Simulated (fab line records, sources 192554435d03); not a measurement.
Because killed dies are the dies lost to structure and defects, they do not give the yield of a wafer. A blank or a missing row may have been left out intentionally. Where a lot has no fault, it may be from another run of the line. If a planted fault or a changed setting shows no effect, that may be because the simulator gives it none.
Struck lot and sound lot, side by side | flow n5Finfet | 16 steps out of a route of 1938
Sound: the wafers L486.3, L486.5, L486.6. Struck: wafer L492.2; the same lot's L492.3 was not struck, so it is left out; see the end for the cause.
Each step with rows lists, per side, the tool, then ch with its chambers, then its first start. Under that, the readings that differ: sound wafers | struck wafers | difference of the means | sigmas: that difference in standard deviations of wafers without a fault.
alike: words and numbers the same on both sides, and readings whose means are apart by under 2 such deviations; not compared: readings that were withheld, readings missing a value for some wafer, numbers with overlapping values and no deviation given by the record, and bounds like >300 which may hide the same value.
A row with sigmas, a row that says differs or no value, or rows on one side alone: a step with any of these is where the two part. Numbers that don't overlap but have no deviation are shown without sigmas and don't part them. A reading that every wafer of one side lacks parts them only if that side has two wafers or more.

first, 5 steps without rows for these wafers: N5_BEOL_M2_EBR_24; N5_BEOL_M2_SOFTBAKE_23 (time 60 s); N5_BEOL_M2_EXPOSE_25 (exposes mask V1, defocus 5 nm); N5_BEOL_M2_PEB_26 (peb time 60 s); N5_BEOL_M2_DEVELOP_27 (develop time 30 s).
N5_BEOL_M2_CD_MEAS_28: target cd 26.2 nm, target cd y 24.1 nm.
  sound on cdSem-01 ch 0, day 7 00:38; struck on cdSem-03 ch 0, day 8 09:20
reading   | sound             | struck | difference | sigmas
cdNm (nm) | 26.27 25.93 26.01 | 26.56  | +0.49      | +2
N5_BEOL_M2_OVL_MEAS_29:
  sound on overlay-01 ch 0, day 7 00:41; struck on overlay-02 ch 0, day 8 09:23
  alike: V1_OVL
N5_BEOL_M2_INSPECT_30: inspects for defects (brightfield).
  sound on defectInspect-01 at day 7 00:44; struck on defectInspect-01 at day 8 09:26
  alike: rawDefectCount
N5_BEOL_M2_DESCUM_33: chemistry O2, time 7 s.
  sound on rieDiel-06 ch 0,1, day 7 01:00; struck on rieDiel-01 ch 0, day 8 09:28
reading                  | sound          | struck | difference | sigmas
drypumpMotorCurrentA (A) | 6.3 6.3 5.7    | 4.7    | -1.4       | -3
oesProductAu (a.u.)      | 0.98 0.98 0.87 | 0.73   | -0.21      | -2
  alike: rfVppV, showerheadPlenumPTorr, throttleValvePct
  not compared: rfHoursCounterH
N5_BEOL_M2_ETCH_77: etches underlayer in N2/H2, target depth 6.5 nm, time 5.2 s.
  sound on rieDiel-06 ch 0,1, day 7 01:02; struck on rieDiel-01 ch 0, day 8 09:30
reading                  | sound          | struck | difference | sigmas
drypumpMotorCurrentA (A) | 6.3 6.2 5.8    | 4.7    | -1.4       | -3
etchRfOnTimeS (s)        | 4.88 4.89 4.91 | 5.42   | +0.53      | +4
oesProductAu (a.u.)      | 0.85 0.84 0.74 | 0.61   | -0.20      | -3
  alike: biasW, rfVppV, showerheadPlenumPTorr, throttleValvePct
  not compared: rfHoursCounterH
N5_BEOL_M2_ETCH_69: etches SiARC in CF4, target depth 15.6 nm, time 26 s.
  sound on rieDiel-06 ch 0,1, day 7 01:03; struck on rieDiel-01 ch 0, day 8 09:31
reading                  | sound          | struck | difference | sigmas
drypumpMotorCurrentA (A) | 6.3 6.3 5.7    | 4.7    | -1.4       | -3
etchRfOnTimeS (s)        | 24.3 24.4 24.5 | 26.4   | +2.0       | +3
oesProductAu (a.u.)      | 0.85 0.85 0.75 | 0.61   | -0.21      | -3
  alike: biasW, rfVppV, showerheadPlenumPTorr, throttleValvePct
  not compared: rfHoursCounterH
N5_BEOL_M2_ALD_98: deposits SiO2, target thk 2.5 nm, pulse time 1 s, co reactant pulse time 1 s.
  sound on aldSin-03 ch 0,2,3, day 7 01:08; struck on aldSin-02 ch 2, day 8 09:38
  alike: heaterPowerW, precursorPulseHeightRel, susceptorTempC
  not compared: sinceWetCleanH
N5_BEOL_M2_ETCHBACK_99: etches SiO2 in CHF3, target depth 5 nm, time 10.4 s.
  sound on rieDiel-02 ch 0,1,3, day 7 02:01; struck on rieDiel-02 ch 1, day 8 12:38
reading                                     | sound          | struck | difference | sigmas
oesProductAu (a.u.)                         | 0.68 0.92 0.78 | 1.10   | +0.31      | +3
model.CAR-EUV_of_BEOL_M2_COAT_22.thkNm (nm) | 10.4 10.4 10.4 | 10     | +0         | 
  alike: CHF3_flow_sccm, biasW, drypumpMotorCurrentA, rfVppV, showerheadPlenumPTorr, throttleValvePct
  not compared: rfHoursCounterH
N5_BEOL_M2_ETCH_70: etches SOC in N2/H2, target depth 80 nm, overetch 24 nm, time 130 s.
  sound on rieDiel-02 ch 0,1,3, day 7 02:02; struck on rieDiel-02 ch 1, day 8 12:40
  alike: biasW, drypumpMotorCurrentA, oesProductAu, rfVppV, showerheadPlenumPTorr, throttleValvePct
  not compared: rfHoursCounterH
N5_BEOL_M4_RC_MEAS_101:
  sound on prober-01 ch 0, day 8 02:57; struck on prober-02 ch 0, day 9 15:26
  alike: DIBL_N, DIBL_P, IOFF_N, IOFF_P, ION_N, ION_P, SS_N, SS_P, VT_N, VT_P
then, 1 step without rows for these wafers: N5_PASSIVATION_PROBE_49.

== WHERE THEY PART ==
Earliest at N5_BEOL_M2_CD_MEAS_28; latest, in this record, at N5_BEOL_M2_ETCHBACK_99. Later steps at which nothing parts them and some readings are alike: N5_BEOL_M2_ETCH_70, N5_BEOL_M4_RC_MEAS_101.

WHY: whatever the simulator had introduced
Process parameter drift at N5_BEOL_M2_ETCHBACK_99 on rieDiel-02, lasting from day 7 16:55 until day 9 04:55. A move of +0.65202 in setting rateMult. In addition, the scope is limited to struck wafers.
